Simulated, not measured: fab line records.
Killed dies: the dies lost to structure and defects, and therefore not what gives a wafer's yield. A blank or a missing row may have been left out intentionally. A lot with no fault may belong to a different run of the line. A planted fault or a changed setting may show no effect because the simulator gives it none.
fab line records + flow n5_finfet + part 2 of 2: steps 4 to 6 of 6
[record]
- lots = 20
- wafers = 60
- last_day = 18
route steps=1938 shown FIN_SAQP@129 FIN_CUT@167 STI_FIN_REVEAL@189
lots that met no fault: from a run of the same line without faults
start_h: the number of hours between the record's first day and the start of the first shown wafer of the lot + wait_h: hours elapsed since this lot's preceding step + " unchanged from the row above + L1.1+2: several wafers, shown together as one row + - no value, or no start given + * or withheld: withheld + < > ~ a bound
route shown NAME@n: a module of which the file shows steps, and the number in the route of the first + usual: mean/standard deviation of fault-free wafers + same: alike in all rows + chamber/n: place in a boat + sites: each site's reading + _std_site: standard deviation of those values + _edge_site: outer sites' mean less inner sites' + radius_mm: for every site, how far away it sits from the centre of the wafer + mask NAME#n: copy n + behind: the last tool/chamber to shape the wafer + hold: why the lot was held/for how many hours/how that ended + device: transistor that didn't switch, given as n, p or np + end of line: the tests these same wafers got at the end of their route + step lacking rows: just its recipe + killed: count of dies lost to structure and defects at first sort (not the wafer's yield) + map: the dies of a wafer, with x for killed, . for not killed, _ for no die there
set.NAME: the setting that was run; set.NAME@STEP: the one run at that earlier step + model.NAME: the simulator's own value behind a step, which no gauge read
steps of the route over a sample of lots; a table a step, a row a wafer
services: a tool's chamber out of use, with start hour (start_h, from the record's first day; less than 0 if before it), hours out, and reason
[[steps]]
[step N5_FIN_CUT_ETCH_20]
[recipe]
- chemistry = CF4
- target = SiARC
- target_depth_a = 260
- mask_material = CAR-EUV
- time_s = 43.3
- ion_energy_ev = 80
- pressure_mtorr = 40
- source_w = 545
- bias_w = 36
- Ar_flow_sccm = 100
- cf4_flow_sccm = 100
- ends = cleared
[usual]
- drypump_motor_current_A = 5.6/0.42
- etch_rf_on_time_s = 43.0/0.71
- oes_product_au = 0.68/0.089
- rf_vpp_V = 184.1/1.3
- showerhead_plenum_p_Torr = 2.15/0.078
- throttle_valve_pct = 15.63/0.23
| lot.wafer | tool        | chamber | start_h | wait_h | drypump_motor_current_A | etch_rf_on_time_s | oes_product_au | rf_hours_counter_h | rf_vpp_V | showerhead_plenum_p_Torr | throttle_valve_pct |
|-----------|-------------|---------|---------|--------|-------------------------|-------------------|----------------|--------------------|----------|--------------------------|--------------------|
| L074.1    | rie_diel-01 | 1       | 28.12   | 0.0    | 6.0                     | 44.4              | 0.57           | 239                | 183.4    | 2.03                     | 15.55              |
| L074.2    | "           | 0       | "       | "      | 5.0                     | 43.1              | 0.82           | 3                  | 184.7    | 2.28                     | 15.41              |
| L074.6    | "           | 0       | "       | "      | 5.1                     | 43.0              | 0.83           | -                  | 186.3    | 2.28                     | 15.41              |
| L075.1    | rie_diel-04 | 3       | 36.05   | 0.0    | 6.5                     | 43.2              | 0.63           | 176                | 180.7    | 2.05                     | 15.65              |
| L075.4    | "           | 0       | "       | "      | 5.8                     | 43.5              | 0.60           | 202                | 184.2    | 2.22                     | 15.81              |
| L075.5    | "           | 0       | "       | "      | 5.8                     | 43.8              | 0.60           | -                  | 184.3    | 2.22                     | 15.82              |
| L076.1    | rie_diel-03 | 0       | 38.89   | 0.0    | 5.2                     | 42.4              | 0.63           | 194                | 183.5    | 2.05                     | 15.84              |
| L076.2    | "           | 2       | "       | "      | 5.4                     | 42.2              | 0.76           | 44                 | 186.3    | 2.26                     | 15.75              |
| L076.4    | "           | 0       | "       | "      | 5.2                     | 42.4              | 0.63           | -                  | 182.8    | 2.05                     | 15.85              |
| L077.2    | rie_diel-03 | 1       | 45.64   | 0.0    | 5.9                     | 43.2              | 0.84           | 1                  | 184.6    | 2.19                     | 15.38              |
| L077.5    | "           | 0       | "       | "      | 5.3                     | 42.0              | 0.63           | -                  | 181.8    | 2.05                     | 15.84              |
| L077.6    | "           | 3       | "       | "      | 4.7                     | 42.9              | 0.80           | -                  | 184.8    | 2.10                     | 15.63              |
| L079.2    | rie_diel-01 | 2       | 56.87   | 0.0    | 5.5                     | 43.3              | 0.61           | 207                | 183.1    | 2.13                     | 15.76              |
| L079.4    | "           | 1       | "       | "      | 6.0                     | 44.1              | 0.57           | 249                | 181.4    | 2.02                     | 15.55              |
| L079.5    | "           | 2       | "       | "      | 5.5                     | 43.0              | 0.60           | -                  | 184.0    | 2.13                     | 15.76              |
| L080.3    | rie_diel-01 | 2       | 64.25   | 0.0    | 5.5                     | 43.0              | 0.61           | 210                | 183.7    | 2.13                     | 15.77              |
| L080.5    | "           | 2       | "       | "      | 5.5                     | 43.3              | 0.61           | -                  | 184.5    | 2.13                     | 15.77              |
| L080.6    | "           | 0       | "       | "      | 5.1                     | 43.0              | 0.79           | -                  | 187.0    | 2.27                     | 15.42              |
| L082.1    | rie_diel-03 | 1       | 74.73   | 0.0    | 5.9                     | 43.2              | 0.81           | 9                  | 185.2    | 2.19                     | 15.40              |
| L082.4    | "           | 0       | "       | "      | 5.2                     | 42.8              | 0.62           | 204                | 183.1    | 2.04                     | 15.87              |
| L082.5    | "           | 0       | "       | "      | 5.2                     | 42.5              | 0.62           | -                  | 183.4    | 2.04                     | 15.86              |
| L083.2    | rie_diel-04 | 1       | 80.40   | 0.0    | 5.7                     | 43.2              | 0.73           | 47                 | 182.0    | 2.09                     | 15.24              |
| L083.5    | "           | 0       | "       | "      | 5.8                     | 42.6              | 0.60           | -                  | 185.2    | 2.22                     | 15.85              |
| L083.6    | "           | 1       | "       | "      | 5.7                     | 42.8              | 0.74           | -                  | 184.2    | 2.09                     | 15.24              |
| L084.2    | rie_diel-04 | 2       | 86.58   | 0.0    | 5.8                     | 43.0              | 0.61           | 199                | 184.9    | 2.21                     | 15.83              |
| L084.3    | "           | 3       | "       | "      | 6.5                     | 42.8              | 0.63           | 189                | 182.4    | 2.05                     | 15.69              |
| L084.6    | "           | 3       | "       | "      | 6.5                     | 42.6              | 0.62           | -                  | 182.2    | 2.05                     | 15.68              |
| L085.1    | rie_diel-04 | 3       | 97.50   | 0.0    | 6.5                     | 43.5              | 0.62           | 192                | 183.9    | 2.05                     | 15.70              |
| L085.5    | "           | 1       | "       | "      | 5.7                     | 43.5              | 0.73           | -                  | 184.6    | 2.09                     | 15.24              |
| L085.6    | "           | 0       | "       | "      | 5.8                     | 43.6              | 0.59           | -                  | 185.0    | 2.21                     | 15.85              |
| L086.1    | rie_diel-03 | 1       | 100.29  | 0.0    | 5.9                     | 42.6              | 0.79           | 15                 | 182.9    | 2.19                     | 15.43              |
| L086.2    | "           | 2       | "       | "      | 5.4                     | 42.1              | 0.74           | 60                 | 186.1    | 2.26                     | 15.76              |
| L086.3    | "           | 0       | "       | "      | 5.2                     | 42.0              | 0.62           | 211                | 184.1    | 2.04                     | 15.88              |
| L087.1    | rie_diel-01 | 1       | 104.30  | 0.0    | 6.0                     | 43.0              | 0.79           | 8                  | 185.4    | 2.27                     | 15.08              |
| L087.3    | "           | 3       | "       | "      | 5.4                     | 41.1              | 0.79           | 21                 | 184.6    | 2.18                     | 15.46              |
| L087.5    | "           | 3       | "       | "      | 5.4                     | 41.2              | 0.80           | -                  | 183.9    | 2.18                     | 15.43              |
| L089.1    | rie_diel-04 | 3       | 116.69  | 0.0    | 6.5                     | 43.4              | 0.62           | 198                | 182.6    | 2.05                     | 15.70              |
| L089.2    | "           | 0       | "       | "      | 5.8                     | 43.8              | 0.58           | 224                | 184.8    | 2.21                     | 15.86              |
| L089.5    | "           | 2       | "       | "      | 5.8                     | 43.4              | 0.60           | -                  | 184.5    | 2.20                     | 15.83              |
| L090.3    | rie_diel-04 | 1       | 122.70  | 0.0    | 5.7                     | 43.4              | 0.73           | 53                 | 183.9    | 2.09                     | 15.25              |
| L090.5    | "           | 0       | "       | "      | 5.7                     | 43.0              | 0.59           | -                  | 184.7    | 2.21                     | 15.88              |
| L090.6    | "           | 2       | "       | "      | 5.8                     | 42.9              | 0.60           | -                  | 183.8    | 2.20                     | 15.82              |
| L092.2    | rie_diel-03 | 0       | 135.09  | 0.0    | 5.2                     | 42.9              | 0.61           | 221                | 181.3    | 2.04                     | 15.89              |
| L092.3    | "           | 1       | "       | "      | 5.9                     | 43.4              | 0.77           | 26                 | 183.6    | 2.18                     | 15.45              |
| L092.5    | "           | 3       | "       | "      | 4.7                     | 43.4              | 0.75           | -                  | 182.5    | 2.09                     | 15.69              |
| L093.1    | rie_diel-04 | 3       | 140.47  | 0.0    | 6.5                     | 43.4              | 0.61           | 203                | 182.5    | 2.04                     | 15.70              |
| L093.3    | "           | 1       | "       | "      | 5.7                     | 43.6              | 0.73           | 59                 | 183.8    | 2.09                     | 15.27              |
| L093.6    | "           | 1       | "       | "      | 5.7                     | 44.0              | 0.72           | -                  | 184.7    | 2.09                     | 15.24              |
| L094.2    | rie_diel-04 | 0       | 148.76  | 0.0    | 5.8                     | 43.1              | 0.59           | 234                | 184.5    | 2.21                     | 15.89              |
| L094.3    | "           | 1       | "       | "      | 5.7                     | 42.9              | 0.73           | 61                 | 183.8    | 2.09                     | 15.25              |
| L094.5    | "           | 0       | "       | "      | 5.8                     | 43.1              | 0.59           | -                  | 184.3    | 2.21                     | 15.89              |
| L095.3    | rie_diel-03 | 3       | 153.68  | 0.0    | 4.8                     | 43.8              | 0.75           | 42                 | 183.6    | 2.09                     | 15.70              |
| L095.4    | "           | 3       | "       | "      | 4.8                     | 43.6              | 0.74           | -                  | 182.5    | 2.09                     | 15.70              |
| L095.5    | "           | 0       | "       | "      | 5.3                     | 43.2              | 0.60           | -                  | 182.1    | 2.04                     | 15.91              |
| L096.3    | rie_diel-01 | 1       | 158.81  | 0.0    | 6.0                     | 43.1              | 0.76           | 24                 | 186.0    | 2.27                     | 15.12              |
| L096.4    | "           | 0       | "       | "      | 5.1                     | 43.2              | 0.75           | 39                 | 183.8    | 2.26                     | 15.45              |
| L096.5    | "           | 2       | "       | "      | 5.5                     | 43.3              | 0.59           | -                  | 183.1    | 2.12                     | 15.82              |
| L097.1    | rie_diel-04 | 3       | 166.48  | 0.0    | 6.5                     | 42.9              | 0.62           | 210                | 183.4    | 2.04                     | 15.73              |
| L097.2    | "           | 1       | "       | "      | 5.7                     | 43.1              | 0.71           | 65                 | 183.0    | 2.09                     | 15.29              |
| L097.3    | "           | 2       | "       | "      | 5.8                     | 43.0              | 0.60           | 222                | 185.8    | 2.20                     | 15.84              |
[step N5_FIN_CUT_CUT_ETCH_27]
[recipe]
- chemistry = CHF3/O2
- target = SiO2
- target_depth_a = 40
- mask_material = SOC
- overetch_a = 20
- time_s = 4.9
- pressure_mtorr = 30
- source_w = 650
- bias_w = 170
- Ar_flow_sccm = 200
- CHF3_flow_sccm = 50
- O2_flow_sccm = 5
- ion_energy_ev = 200
[usual]
- drypump_motor_current_A = 5.6/0.43
- oes_product_au = 0.63/0.079
- rf_vpp_V = 525/5.8
- showerhead_plenum_p_Torr = 2.42/0.089
- throttle_valve_pct = 18.85/0.22
| lot.wafer | tool        | chamber | start_h | wait_h | drypump_motor_current_A | oes_product_au | rf_hours_counter_h | rf_vpp_V | showerhead_plenum_p_Torr | throttle_valve_pct |
|-----------|-------------|---------|---------|--------|-------------------------|----------------|--------------------|----------|--------------------------|--------------------|
| L074.1    | rie_diel-01 | 1       | 28.55   | 0.0    | 6.0                     | 0.53           | 239                | 521      | 2.28                     | 18.69              |
| L074.2    | "           | 0       | "       | "      | 5.1                     | 0.76           | 3                  | 528      | 2.57                     | 18.70              |
| L074.6    | "           | 0       | "       | "      | 5.1                     | 0.76           | -                  | 527      | 2.57                     | 18.70              |
| L075.1    | rie_diel-04 | 3       | 36.47   | 0.0    | 6.5                     | 0.58           | 176                | 521      | 2.31                     | 18.88              |
| L075.4    | "           | 0       | "       | "      | 5.8                     | 0.56           | 202                | 537      | 2.49                     | 18.99              |
| L075.5    | "           | 0       | "       | "      | 5.8                     | 0.56           | -                  | 535      | 2.49                     | 19.00              |
| L076.1    | rie_diel-03 | 0       | 39.31   | 0.0    | 5.3                     | 0.57           | 194                | 516      | 2.30                     | 19.05              |
| L076.2    | "           | 2       | "       | "      | 5.4                     | 0.69           | 44                 | 521      | 2.55                     | 19.02              |
| L076.4    | "           | 0       | "       | "      | 5.3                     | 0.58           | -                  | 516      | 2.30                     | 19.05              |
| L077.2    | rie_diel-03 | 1       | 46.07   | 0.0    | 5.9                     | 0.78           | 1                  | 523      | 2.47                     | 18.67              |
| L077.5    | "           | 0       | "       | "      | 5.2                     | 0.58           | -                  | 515      | 2.30                     | 19.06              |
| L077.6    | "           | 3       | "       | "      | 4.7                     | 0.74           | -                  | 525      | 2.36                     | 18.92              |
| L079.2    | rie_diel-01 | 2       | 57.30   | 0.0    | 5.5                     | 0.56           | 208                | 523      | 2.40                     | 18.99              |
| L079.4    | "           | 1       | "       | "      | 6.0                     | 0.53           | 250                | 522      | 2.27                     | 18.72              |
| L079.5    | "           | 2       | "       | "      | 5.6                     | 0.57           | -                  | 524      | 2.40                     | 18.97              |
| L080.3    | rie_diel-01 | 2       | 64.68   | 0.0    | 5.6                     | 0.56           | 210                | 523      | 2.40                     | 18.97              |
| L080.5    | "           | 2       | "       | "      | 5.6                     | 0.57           | -                  | 523      | 2.40                     | 18.96              |
| L080.6    | "           | 0       | "       | "      | 5.1                     | 0.73           | -                  | 525      | 2.56                     | 18.71              |
| L082.1    | rie_diel-03 | 1       | 75.16   | 0.0    | 5.9                     | 0.73           | 9                  | 521      | 2.47                     | 18.66              |
| L082.4    | "           | 0       | "       | "      | 5.3                     | 0.58           | 204                | 516      | 2.30                     | 19.06              |
| L082.5    | "           | 0       | "       | "      | 5.2                     | 0.57           | -                  | 515      | 2.30                     | 19.06              |
| L083.2    | rie_diel-04 | 1       | 80.83   | 0.0    | 5.7                     | 0.69           | 47                 | 528      | 2.35                     | 18.41              |
| L083.5    | "           | 0       | "       | "      | 5.8                     | 0.55           | -                  | 536      | 2.49                     | 19.02              |
| L083.6    | "           | 1       | "       | "      | 5.7                     | 0.69           | -                  | 528      | 2.35                     | 18.44              |
| L084.2    | rie_diel-04 | 2       | 87.00   | 0.0    | 5.8                     | 0.57           | 199                | 523      | 2.49                     | 19.04              |
| L084.3    | "           | 3       | "       | "      | 6.5                     | 0.58           | 189                | 520      | 2.31                     | 18.90              |
| L084.6    | "           | 3       | "       | "      | 6.5                     | 0.58           | -                  | 518      | 2.31                     | 18.91              |
| L085.1    | rie_diel-04 | 3       | 97.92   | 0.0    | 6.5                     | 0.58           | 192                | 520      | 2.31                     | 18.90              |
| L085.5    | "           | 1       | "       | "      | 5.7                     | 0.67           | -                  | 529      | 2.35                     | 18.45              |
| L085.6    | "           | 0       | "       | "      | 5.8                     | 0.56           | -                  | 536      | 2.49                     | 19.03              |
| L086.1    | rie_diel-03 | 1       | 100.72  | 0.0    | 5.9                     | 0.72           | 16                 | 522      | 2.46                     | 18.70              |
| L086.2    | "           | 2       | "       | "      | 5.4                     | 0.67           | 60                 | 519      | 2.54                     | 19.06              |
| L086.3    | "           | 0       | "       | "      | 5.2                     | 0.56           | 211                | 515      | 2.30                     | 19.08              |
| L087.1    | rie_diel-01 | 1       | 104.73  | 0.0    | 5.9                     | 0.74           | 8                  | 532      | 2.56                     | 18.28              |
| L087.3    | "           | 3       | "       | "      | 5.4                     | 0.72           | 21                 | 530      | 2.46                     | 18.70              |
| L087.5    | "           | 3       | "       | "      | 5.4                     | 0.72           | -                  | 530      | 2.46                     | 18.71              |
| L089.1    | rie_diel-04 | 3       | 117.11  | 0.0    | 6.5                     | 0.57           | 198                | 519      | 2.30                     | 18.91              |
| L089.2    | "           | 0       | "       | "      | 5.8                     | 0.55           | 224                | 535      | 2.48                     | 19.04              |
| L089.5    | "           | 2       | "       | "      | 5.8                     | 0.55           | -                  | 524      | 2.49                     | 19.07              |
| L090.3    | rie_diel-04 | 1       | 123.13  | 0.0    | 5.7                     | 0.68           | 54                 | 529      | 2.35                     | 18.44              |
| L090.5    | "           | 0       | "       | "      | 5.7                     | 0.54           | -                  | 534      | 2.48                     | 19.03              |
| L090.6    | "           | 2       | "       | "      | 5.7                     | 0.55           | -                  | 524      | 2.49                     | 19.06              |
| L092.2    | rie_diel-03 | 0       | 135.52  | 0.0    | 5.2                     | 0.56           | 221                | 516      | 2.29                     | 19.10              |
| L092.3    | "           | 1       | "       | "      | 5.9                     | 0.71           | 26                 | 522      | 2.46                     | 18.71              |
| L092.5    | "           | 3       | "       | "      | 4.7                     | 0.69           | -                  | 526      | 2.35                     | 18.97              |
| L093.1    | rie_diel-04 | 3       | 140.90  | 0.0    | 6.5                     | 0.57           | 203                | 519      | 2.30                     | 18.92              |
| L093.3    | "           | 1       | "       | "      | 5.7                     | 0.68           | 59                 | 529      | 2.34                     | 18.45              |
| L093.6    | "           | 1       | "       | "      | 5.7                     | 0.67           | -                  | 528      | 2.34                     | 18.46              |
| L094.2    | rie_diel-04 | 0       | 149.19  | 0.0    | 5.7                     | 0.54           | 234                | 536      | 2.48                     | 19.05              |
| L094.3    | "           | 1       | "       | "      | 5.7                     | 0.67           | 61                 | 528      | 2.34                     | 18.45              |
| L094.5    | "           | 0       | "       | "      | 5.8                     | 0.54           | -                  | 536      | 2.48                     | 19.04              |
| L095.3    | rie_diel-03 | 3       | 154.10  | 0.0    | 4.7                     | 0.69           | 42                 | 524      | 2.35                     | 18.99              |
| L095.4    | "           | 3       | "       | "      | 4.7                     | 0.69           | -                  | 524      | 2.35                     | 18.98              |
| L095.5    | "           | 0       | "       | "      | 5.2                     | 0.56           | -                  | 514      | 2.29                     | 19.11              |
| L096.3    | rie_diel-01 | 1       | 159.24  | 0.0    | 5.9                     | 0.70           | 24                 | 531      | 2.55                     | 18.31              |
| L096.4    | "           | 0       | "       | "      | 5.0                     | 0.69           | 39                 | 526      | 2.55                     | 18.75              |
| L096.5    | "           | 2       | "       | "      | 5.6                     | 0.55           | -                  | 523      | 2.39                     | 19.02              |
| L097.1    | rie_diel-04 | 3       | 166.90  | 0.0    | 6.5                     | 0.56           | 210                | 520      | 2.30                     | 18.93              |
| L097.2    | "           | 1       | "       | "      | 5.7                     | 0.66           | 66                 | 529      | 2.34                     | 18.46              |
| L097.3    | "           | 2       | "       | "      | 5.8                     | 0.55           | 223                | 522      | 2.48                     | 19.09              |
[step N5_STI_FIN_REVEAL_DENSIFY_30]
[recipe]
- temp_c = *
- time_s = *
- ambient = N2
- idle_temp_c = 600
- ramp_up_c_per_s = 150
- ramp_down_c_per_s = 60
- cool_to_c = 600
[usual]
- lamp_power_pct = 11.53/0.057
- wafer_temp_C_max = *
| lot.wafer | tool          | chamber | start_h | wait_h | lamp_power_pct | wafer_temp_C_max |
|-----------|---------------|---------|---------|--------|----------------|------------------|
| L074.1    | rtp_anneal-02 | 0       | 34.42   | 0.0    | 11.61          | *                |
| L074.2    | "             | 0       | "       | "      | 11.65          | *                |
| L074.6    | "             | 0       | "       | "      | 11.54          | *                |
| L075.1    | rtp_anneal-01 | 0       | 42.44   | 0.0    | 11.47          | *                |
| L075.4    | "             | 0       | "       | "      | 11.47          | *                |
| L075.5    | "             | 0       | "       | "      | 11.48          | *                |
| L076.1    | rtp_anneal-01 | 0       | 45.80   | 0.0    | 11.49          | *                |
| L076.2    | "             | 0       | "       | "      | 11.35          | *                |
| L076.4    | "             | 0       | "       | "      | 11.66          | *                |
| L077.2    | rtp_anneal-02 | 0       | 53.07   | 0.1    | 11.49          | *                |
| L077.5    | "             | 0       | "       | "      | 11.52          | *                |
| L077.6    | "             | 0       | "       | "      | 11.54          | *                |
| L079.2    | rtp_anneal-01 | 0       | 63.45   | 0.1    | 11.50          | *                |
| L079.4    | "             | 0       | "       | "      | 11.58          | *                |
| L079.5    | "             | 0       | "       | "      | 11.51          | *                |
| L080.3    | rtp_anneal-01 | 0       | 70.63   | 0.1    | 11.60          | *                |
| L080.5    | "             | 0       | "       | "      | 11.49          | *                |
| L080.6    | "             | 0       | "       | "      | 11.52          | *                |
| L082.1    | rtp_anneal-02 | 0       | 81.65   | 0.0    | 11.55          | *                |
| L082.4    | "             | 0       | "       | "      | 11.52          | *                |
| L082.5    | "             | 0       | "       | "      | 11.51          | *                |
| L083.2    | rtp_anneal-01 | 0       | 86.77   | 0.1    | 11.48          | *                |
| L083.5    | "             | 0       | "       | "      | 11.58          | *                |
| L083.6    | "             | 0       | "       | "      | 11.49          | *                |
| L084.2    | rtp_anneal-02 | 0       | 93.33   | 0.1    | 11.51          | *                |
| L084.3    | "             | 0       | "       | "      | 11.49          | *                |
| L084.6    | "             | 0       | "       | "      | 11.48          | *                |
| L085.1    | rtp_anneal-01 | 0       | 103.88  | 0.0    | 11.48          | *                |
| L085.5    | "             | 0       | "       | "      | 11.53          | *                |
| L085.6    | "             | 0       | "       | "      | 11.56          | *                |
| L086.1    | rtp_anneal-01 | 0       | 106.63  | 0.0    | 11.49          | *                |
| L086.2    | "             | 0       | "       | "      | 11.52          | *                |
| L086.3    | "             | 0       | "       | "      | 11.50          | *                |
| L087.1    | rtp_anneal-01 | 0       | 112.54  | 0.3    | 11.55          | *                |
| L087.3    | "             | 0       | "       | "      | 11.53          | *                |
| L087.5    | "             | 0       | "       | "      | 11.58          | *                |
| L089.1    | rtp_anneal-01 | 0       | 123.24  | 0.2    | 11.58          | *                |
| L089.2    | "             | 0       | "       | "      | 11.56          | *                |
| L089.5    | "             | 0       | "       | "      | 11.59          | *                |
| L090.3    | rtp_anneal-02 | 0       | 129.15  | 0.2    | 11.51          | *                |
| L090.5    | "             | 0       | "       | "      | 11.48          | *                |
| L090.6    | "             | 0       | "       | "      | 11.46          | *                |
| L092.2    | rtp_anneal-02 | 0       | 141.44  | 0.1    | 11.58          | *                |
| L092.3    | "             | 0       | "       | "      | 11.61          | *                |
| L092.5    | "             | 0       | "       | "      | 11.57          | *                |
| L093.1    | rtp_anneal-02 | 0       | 146.84  | 0.1    | 11.43          | *                |
| L093.3    | "             | 0       | "       | "      | 11.53          | *                |
| L093.6    | "             | 0       | "       | "      | 11.52          | *                |
| L094.2    | rtp_anneal-01 | 0       | 155.16  | 0.1    | 11.48          | *                |
| L094.3    | "             | 0       | "       | "      | 11.64          | *                |
| L094.5    | "             | 0       | "       | "      | 11.51          | *                |
| L095.3    | rtp_anneal-01 | 0       | 160.21  | 0.1    | 11.56          | *                |
| L095.4    | "             | 0       | "       | "      | 11.61          | *                |
| L095.5    | "             | 0       | "       | "      | 11.59          | *                |
| L096.3    | rtp_anneal-02 | 0       | 166.04  | 0.4    | 11.52          | *                |
| L096.4    | "             | 0       | "       | "      | 11.49          | *                |
| L096.5    | "             | 0       | "       | "      | 11.54          | *                |
| L097.1    | rtp_anneal-01 | 0       | 173.21  | 0.1    | 11.51          | *                |
| L097.2    | "             | 0       | "       | "      | 11.47          | *                |
| L097.3    | "             | 0       | "       | "      | 11.54          | *                |
[[services]]
| tool        | chamber | start_h | hours | kind   |
|-------------|---------|---------|-------|--------|
| rie_diel-02 | 0       | 1.37    | 6.3   | repair |
| rie_diel-03 | 0       | 17.93   | 3.8   | repair |
| rie_diel-02 | -       | 35.44   | 0.6   | repair |
| rie_diel-02 | 0       | 38.20   | 4.3   | repair |
| rie_diel-05 | 0       | 40.26   | 8.8   | repair |
| rie_si-01   | 0       | 43.95   | 3.1   | repair |
| rie_diel-01 | 3       | 44.83   | 2.5   | repair |
| rie_si-05   | 3       | 63.13   | 4.8   | repair |
| rie_diel-05 | 0       | 67.15   | 3.7   | repair |
| rie_si-05   | -       | 76.48   | 2.8   | pm     |
| rie_diel-04 | 1       | 89.19   | 5.1   | repair |
| rie_diel-02 | 2       | 90.82   | 4.3   | repair |
| rie_diel-01 | 0       | 102.36  | 22.0  | repair |
| rie_diel-04 | 1       | 105.96  | 14.5  | repair |
| rie_diel-05 | 3       | 117.14  | 1.4   | repair |
| rie_diel-04 | 3       | 120.72  | 9.8   | repair |
| rie_si-05   | 0       | 130.86  | 1.6   | repair |
| rie_si-05   | 0       | 136.57  | 3.3   | repair |
| rie_si-05   | 1       | 145.13  | 2.4   | repair |
| rie_diel-03 | 2       | 147.89  | 8.5   | repair |
| rie_diel-04 | -       | 150.63  | 0.2   | repair |
| rie_si-05   | -       | 155.10  | 5.2   | repair |
| rie_diel-05 | 0       | 158.30  | 8.1   | repair |
| rie_diel-01 | 2       | 163.08  | 6.8   | repair |
